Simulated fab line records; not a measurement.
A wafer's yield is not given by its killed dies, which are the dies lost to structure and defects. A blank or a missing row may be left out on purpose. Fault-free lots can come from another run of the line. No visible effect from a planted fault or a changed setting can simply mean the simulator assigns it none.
What tool caused it? | flow n5-finfet | 10 lots with 30 wafers sampled at 5 steps, on a route of 1938 steps

WHAT THE GAUGES SHOWED, per wafer
No reading from a measuring or inspecting step in the record can be judged against a usual standard deviation.

EACH LOT AND THE TOOL THAT RAN IT (in order: tool; ch and the chambers of the sampled wafers; start)
lot  | N5_BEOL_M13_STRIP_37                 | N5_BEOL_M13_ETCH_38                | N5_BEOL_M13_SPUTTER_44       | N5_BEOL_M13_CMP_49            | N5_PASSIVATION_PROBE_49
L493 | plasma-asher-02 ch 0,1, day 12 07:29 | rie-diel-02 ch 0,2,3, day 12 07:37 | pvd-sputter-01, day 12 07:58 | cmp-04 ch 0,1, day 12 08:37   | -
L500 | plasma-asher-01 ch 0,1, day 13 22:01 | rie-diel-05 ch 0,1,2, day 13 22:06 | pvd-sputter-03, day 13 22:28 | cmp-01 ch 0,1,2, day 13 23:07 | prober-02, day 15 04:22
L499 | plasma-asher-01 ch 0,1, day 13 22:11 | rie-diel-02 ch 0,1,3, day 13 22:19 | pvd-sputter-01, day 14 00:29 | cmp-01 ch 0,1,2, day 14 01:23 | -
L501 | plasma-asher-02 ch 0,1, day 14 01:29 | rie-diel-06 ch 0,3, day 14 02:19   | pvd-sputter-03, day 14 03:11 | cmp-01 ch 1,2,3, day 14 04:11 | -
L498 | plasma-asher-02 ch 0,1, day 14 05:34 | rie-diel-06 ch 0,1,3, day 14 06:56 | pvd-sputter-02, day 14 07:31 | cmp-04 ch 0,1,3, day 14 08:20 | -
L502 | plasma-asher-01 ch 0,1, day 14 06:11 | rie-diel-06 ch 0,1, day 14 07:46   | pvd-sputter-02, day 14 09:56 | cmp-01 ch 0,1,2, day 14 10:40 | -
L512 | plasma-asher-02 ch 0,1, day 17 16:55 | rie-diel-05 ch 0,2,3, day 17 19:18 | pvd-sputter-03, day 17 19:55 | cmp-01 ch 0,1,2, day 17 20:47 | -
L511 | plasma-asher-02 ch 0,1, day 17 23:26 | rie-diel-05 ch 0,2,3, day 17 23:46 | pvd-sputter-01, day 18 00:43 | cmp-01 ch 0,1,3, day 18 01:23 | prober-02, day 19 03:50
L514 | plasma-asher-02 ch 1, day 18 07:04   | rie-diel-05 ch 0,2,3, day 18 09:52 | pvd-sputter-02, day 18 10:30 | cmp-01 ch 0,1, day 18 11:23   | -
L513 | plasma-asher-02 ch 0,1, day 18 12:13 | rie-diel-02 ch 0,2,3, day 18 12:59 | pvd-sputter-02, day 18 13:38 | cmp-03 ch 1,3, day 18 14:18   | -
- N5_BEOL_M13_STRIP_37: strips in N2/H2.
- N5_BEOL_M13_ETCH_38: etches SiCN in CF4/N2, target depth 67.5 nm, time 71.9 s.
- N5_BEOL_M13_SPUTTER_44: material Ta, target thk 10 nm, time 16.13 s.
- N5_BEOL_M13_CMP_49: polishes, stops on SiOC, t overpolish 17.1 s, target thk 420 nm.
- N5_PASSIVATION_PROBE_49

AS READ BY THE TOOLS THEMSELVES (means over the sampled wafers that have a number; for cases with no such wafer, the mark the record gives instead)
N5_BEOL_M13_STRIP_37. Usual: drypump-motor-current-A 6.1 A, standard deviation 0.58; heater-power-w 344 W, standard deviation 26; oes-product-au 0.784 a.u., standard deviation 0.012.
lot  | tool            | drypump-motor-current-A (A) | heater-power-w (W) | oes-product-au (a.u.) | flag
L493 | plasma-asher-02 | 6.3                         | 357                | 0.800                 |
L500 | plasma-asher-01 | 5.7                         | 306                | 0.791                 |
L499 | plasma-asher-01 | 5.7                         | 312                | 0.775                 |
L501 | plasma-asher-02 | 6.0                         | 362                | 0.790                 |
L498 | plasma-asher-02 | 6.0                         | 362                | 0.788                 |
L502 | plasma-asher-01 | 6.2                         | 323                | 0.782                 |
L512 | plasma-asher-02 | 6.0                         | 364                | 0.781                 |
L511 | plasma-asher-02 | 6.0                         | 362                | 0.792                 |
L514 | plasma-asher-02 | 6.7                         | 356                | 0.780                 |
L513 | plasma-asher-02 | 6.0                         | 363                | 0.781                 |

N5_BEOL_M13_ETCH_38. Usual: drypump-motor-current-A 6.0 A, standard deviation 0.49; oes-product-au 0.78 a.u., standard deviation 0.099; rf-vpp-V 382.0 V, standard deviation 1.7; showerhead-plenum-p-Torr 2.19 Torr, standard deviation 0.06; throttle-valve-pct 15.42 %, standard deviation 0.27.
lot  | tool        | drypump-motor-current-A (A) | oes-product-au (a.u.) | rf-vpp-V (V) | showerhead-plenum-p-Torr (Torr) | throttle-valve-pct (%) | flag
L493 | rie-diel-02 | 6.3                         | 0.72                  | 381.4        | 2.16                            | 15.65                  |
L500 | rie-diel-05 | 6.1                         | 0.81                  | 382.1        | 2.17                            | 15.32                  |
L499 | rie-diel-02 | 6.2                         | 0.71                  | 381.8        | 2.19                            | 15.63                  |
L501 | rie-diel-06 | 5.9                         | 0.76                  | 383.7        | 2.27                            | 15.54                  |
L498 | rie-diel-06 | 6.0                         | 0.75                  | 381.7        | 2.21                            | 15.40                  |
L502 | rie-diel-06 | 6.3                         | 0.81                  | 381.1        | 2.20                            | 15.26                  |
L512 | rie-diel-05 | 5.9                         | 0.88                  | 382.7        | 2.19                            | 15.15                  |
L511 | rie-diel-05 | 6.0                         | 0.87                  | 382.2        | 2.19                            | 15.16                  |
L514 | rie-diel-05 | 5.9                         | 0.87                  | 382.0        | 2.19                            | 15.16                  |
L513 | rie-diel-02 | 6.3                         | 0.78                  | 381.4        | 2.14                            | 15.58                  |

N5_BEOL_M13_SPUTTER_44. Usual: throttle-valve-pct at 29.3 %, with a standard deviation of 1.2.
lot  | tool           | throttle-valve-pct (%) | flag
L493 | pvd-sputter-01 | 29.1                   |
L500 | pvd-sputter-03 | 29.5                   |
L499 | pvd-sputter-01 | 29.0                   |
L501 | pvd-sputter-03 | 29.5                   |
L498 | pvd-sputter-02 | 28.4                   |
L502 | pvd-sputter-02 | 29.3                   |
L512 | pvd-sputter-03 | 29.6                   |
L511 | pvd-sputter-01 | 29.3                   |
L514 | pvd-sputter-02 | 28.2                   |
L513 | pvd-sputter-02 | 28.5                   |

N5_BEOL_M13_CMP_49. Usual: barrier-field-endpoint-s 30.5 s, standard deviation 0.97; clearing-platen-rpm 50.001 rpm, standard deviation 0.028; head-pressure-psi 1.0000 psi, standard deviation 0.0021; motor-current-A 5.9 A, standard deviation 0.58; overpolish-run-s 17.101 s, standard deviation 0.0086; pad-life-wafers 1143, standard deviation 570; slurry-flow-ml-min 150.0, standard deviation 0.46.
lot  | tool   | barrier-field-endpoint-s (s) | clearing-platen-rpm (rpm) | head-pressure-psi (psi) | motor-current-A (A) | overpolish-run-s (s) | pad-life-wafers | slurry-flow-ml-min | flag
L493 | cmp-04 | 31.1                         | 50.021                    | 1.0006                  | 5.5                 | 17.104               | 468             | 149.7              |
L500 | cmp-01 | 31.2                         | 50.003                    | 0.9998                  | 6.0                 | 17.103               | 1238            | 149.8              |
L499 | cmp-01 | 30.2                         | 49.988                    | 0.9993                  | 6.1                 | 17.100               | 1251            | 150.2              |
L501 | cmp-01 | 30.3                         | 50.006                    | 0.9991                  | 5.9                 | 17.090               | 1292            | 149.6              |
L498 | cmp-04 | 31.0                         | 50.021                    | 0.9989                  | 5.3                 | 17.104               | 890             | 150.2              |
L502 | cmp-01 | 28.8                         | 49.990                    | 1.0834                  | 6.3                 | 17.100               | 1340            | 150.0              | OFF
L512 | cmp-01 | 29.9                         | 50.024                    | 1.0028                  | 6.1                 | 17.102               | 1976            | 150.2              |
L511 | cmp-01 | 30.4                         | 50.009                    | 0.9988                  | 5.9                 | 17.102               | 2005            | 150.0              |
L514 | cmp-01 | 30.2                         | 50.012                    | 0.9996                  | 6.2                 | 17.105               | 2076            | 149.9              |
L513 | cmp-03 | 30.6                         | 49.984                    | 1.0017                  | 5.5                 | 17.103               | 523             | 149.9              |

N5_PASSIVATION_PROBE_49. Usual: defect-limited-yield 91.3 %, standard deviation 1.4; killed_at_M0_to_M3 33, standard deviation 11; killed_at_M4_up 15, standard deviation 6.2; killed-at-contacts 13, standard deviation 6.5; killed-at-front-end 38, standard deviation 11; killed-at-other 3.4, standard deviation 2.6; killed-dies 102, standard deviation 17; killed-open 67, standard deviation 12; killed-short 34, standard deviation 7.9; sort_bin_5_function 5.1 %, standard deviation 0.88; sort_bin_6_memory 3.3 %, standard deviation 0.65; sort-n-pass 1078, standard deviation 17; sort-yield-pct 91.3 %, standard deviation 1.4.
lot  | tool      | defect-limited-yield (%) | killed_at_M0_to_M3 | killed_at_M4_up | killed-at-contacts | killed-at-front-end | killed-at-other | killed-dies | killed-open | killed-short | sort_bin_5_function (%) | sort_bin_6_memory (%) | sort-n-pass | sort-yield-pct (%) | flag
L500 | prober-02 | 89.9                     | 37                 | 17              | 13                 | 44                  | 7.7             | 119         | 77          | 40           | 5.9                     | 3.7                   | 1061        | 89.9               |
L511 | prober-02 | 90.7                     | 33                 | 9               | 17                 | 47                  | 3.3             | 109         | 69          | 35           | 5.1                     | 3.7                   | 1071        | 90.7               |

THE ANSWER, worked out from the rows above alone
Rule: a lot counts as off when the mean over its wafers that have a number is more than 3 standard deviations away from the usual mean. Also off: a lot with no number at a reading for which 4 or more lots have one. Any other lot the step has rows for is counted as sound. Order of review: gauges by route order, followed by the tools' own readings, for which a lot's mean as printed above is used. The first step at which some lot is off is used, and at that step the reading that is off furthest; a lot without a number counts as furthest.
Off: L502 (N5_BEOL_M13_CMP_49, head-pressure-psi).
A tool fits if, at that step or a process step before it, it ran every lot that is off, and no sound lot after the first of them. Undecided on this evidence; 2 tools fit (plasma-asher-01 at N5_BEOL_M13_STRIP_37, rie-diel-06 at N5_BEOL_M13_ETCH_38).

WHAT HAD BEEN PUT IN BY THE SIMULATOR
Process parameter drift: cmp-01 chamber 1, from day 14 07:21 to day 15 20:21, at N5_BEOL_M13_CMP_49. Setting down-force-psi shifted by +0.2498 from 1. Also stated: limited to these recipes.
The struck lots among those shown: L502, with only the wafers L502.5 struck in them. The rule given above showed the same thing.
